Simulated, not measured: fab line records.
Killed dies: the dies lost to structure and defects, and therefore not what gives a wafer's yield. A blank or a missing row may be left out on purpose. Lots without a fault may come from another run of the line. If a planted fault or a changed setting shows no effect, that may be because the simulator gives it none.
Struck lot and sound lot, side by side -- flow n5-finfet -- 17 out of 1938 route steps
Sound: these wafers, L476.2, L476.3, L476.4. Struck: wafer L473.4. (L473.1, L473.2 of the same lot were not struck and are left out.) The cause comes at the end.
For every step that has rows: the tool of each side, followed by ch and its chambers, followed by its first start. Under that, the readings that differ: sound wafers -- struck wafers -- difference of the means -- sigmas: that difference in standard deviations of wafers without a fault.
alike: readings whose means differ by less than 2 such deviations, and words and numbers that are the same on both sides. not compared: withheld readings, readings that some wafer has no value for, bounds like >300 that may hide the same value, and numbers for which the record gives no deviation and whose values overlap.
The two part at a step that has a row with sigmas, a row that says differs or no value, or rows on one side only. Numbers that have no deviation but don't overlap get no sigmas and don't part them. A reading missing from all wafers of one side parts the sides only when that side holds two or more wafers.

first, 9 steps without rows for these wafers: N5_DUMMY_GATE_COAT_34 (time 60 s, resist thk 60 nm); N5_DUMMY_GATE_COAT_35 (time 60 s, resist thk 10 nm); N5_DUMMY_GATE_COAT_28 (time 60 s, resist thk 10 nm); N5_DUMMY_GATE_COAT_09 (resist thk 30 nm); N5_DUMMY_GATE_EBR_11; N5_DUMMY_GATE_SOFTBAKE_10 (time 60 s); N5_DUMMY_GATE_EXPOSE_12 (exposes mask GATE, target cd 25 nm); N5_DUMMY_GATE_PEB_13 (peb time 60 s); N5_DUMMY_GATE_DEVELOP_14 (develop time 30 s).
N5_DUMMY_GATE_CD_MEAS_15 targets a cd of 25.8 nm.
  sound on cd-sem-01 ch 0, day 6 05:08; struck on cd-sem-01 ch 0, day 5 06:08
  alike: cd-nm
N5_DUMMY_GATE_OVL_MEAS_16:
  sound on overlay-02 ch 0, day 6 05:11; struck on overlay-01 ch 0, day 5 06:10
  alike: GATE_OVL
N5_DUMMY_GATE_INSPECT_17: inspects for defects (brightfield).
  sound: defect-inspect-02 at day 6 05:14; struck: defect-inspect-01 at day 5 06:14
reading,sound,struck,difference,sigmas
raw-defect-count,263 304 326,153,-145,-2
N5_DUMMY_GATE_DESCUM_20: chemistry O2, time 6.2 s.
  sound on rie-diel-04 ch 0,1,3, day 6 05:16; struck on rie-diel-02 ch 3, day 5 06:16
reading,sound,struck,difference,sigmas
oes-product-au (a.u.),0.68 0.82 0.72,1.00,+0.26,+3
rf-hours-counter-h (h),245 104 206,3,-182,
model.CAR-EUV_of_DUMMY_GATE_COAT_09.thk-nm (nm),26.6 26.6 26.6,27,+0,
  alike: drypump-motor-current-A, rf-vpp-V, showerhead-plenum-p-Torr, throttle-valve-pct
N5_DUMMY_GATE_ETCH_29: etches underlayer in N2/H2, target depth 13 nm.
  sound on rie-diel-04 ch 0,1,3, day 6 05:20; struck on rie-diel-02 ch 3, day 5 06:20
reading,sound,struck,difference,sigmas
oes-product-au (a.u.),0.68 0.80 0.71,1.00,+0.27,+3
rf-hours-counter-h (h),245 104 206,3,-182,
  alike: drypump-motor-current-A, rf-vpp-V, showerhead-plenum-p-Torr, throttle-valve-pct
N5_DUMMY_GATE_ETCH_36: etches SiARC in CF4, target depth 13 nm.
  sound on rie-diel-04 ch 0,1,3, day 6 05:22; struck on rie-diel-02 ch 3, day 5 06:22
reading,sound,struck,difference,sigmas
oes-product-au (a.u.),0.67 0.80 0.71,1.01,+0.28,+3
rf-hours-counter-h (h),245 104 206,3,-182,
model.CAR-EUV_of_DUMMY_GATE_COAT_09.thk-nm (nm),11.8 11.4 12,11.2,-0.5,
  alike: drypump-motor-current-A, rf-vpp-V, showerhead-plenum-p-Torr, throttle-valve-pct
N5_DUMMY_GATE_ETCH_37: etches SOC in N2/H2, target depth 60 nm, overetch 30 nm.
  sound on rie-diel-04 ch 0,1,3, day 6 05:25; struck on rie-diel-02 ch 3, day 5 06:25
reading,sound,struck,difference,sigmas
oes-product-au (a.u.),0.54 0.64 0.57,0.77,+0.19,+2
rf-hours-counter-h (h),245 104 206,3,-182,
  alike: drypump-motor-current-A, rf-vpp-V, showerhead-plenum-p-Torr, throttle-valve-pct
-- the record jumps here: 5 days lie between the struck wafers' starts before and after (it left off in module DUMMY_GATE and takes up again in module BEOL_M4, whose first step shown is number 1111 of the route) --
N5_BEOL_M4_RC_MEAS_101:
  sound on prober-01 ch 0, day 12 08:35; struck on prober-01 ch 0, day 10 08:58
  alike: DIBL_N, DIBL_P, IOFF_N, IOFF_P, ION_N, ION_P, SS_N, SS_P, VT_N, VT_P

== WHERE THEY PART ==
Last at N5_DUMMY_GATE_ETCH_37 as far as this record goes, first at N5_DUMMY_GATE_INSPECT_17. Later steps at which nothing parts them and some readings are alike: N5_BEOL_M4_RC_MEAS_101.

WHY: the cause the simulator had injected
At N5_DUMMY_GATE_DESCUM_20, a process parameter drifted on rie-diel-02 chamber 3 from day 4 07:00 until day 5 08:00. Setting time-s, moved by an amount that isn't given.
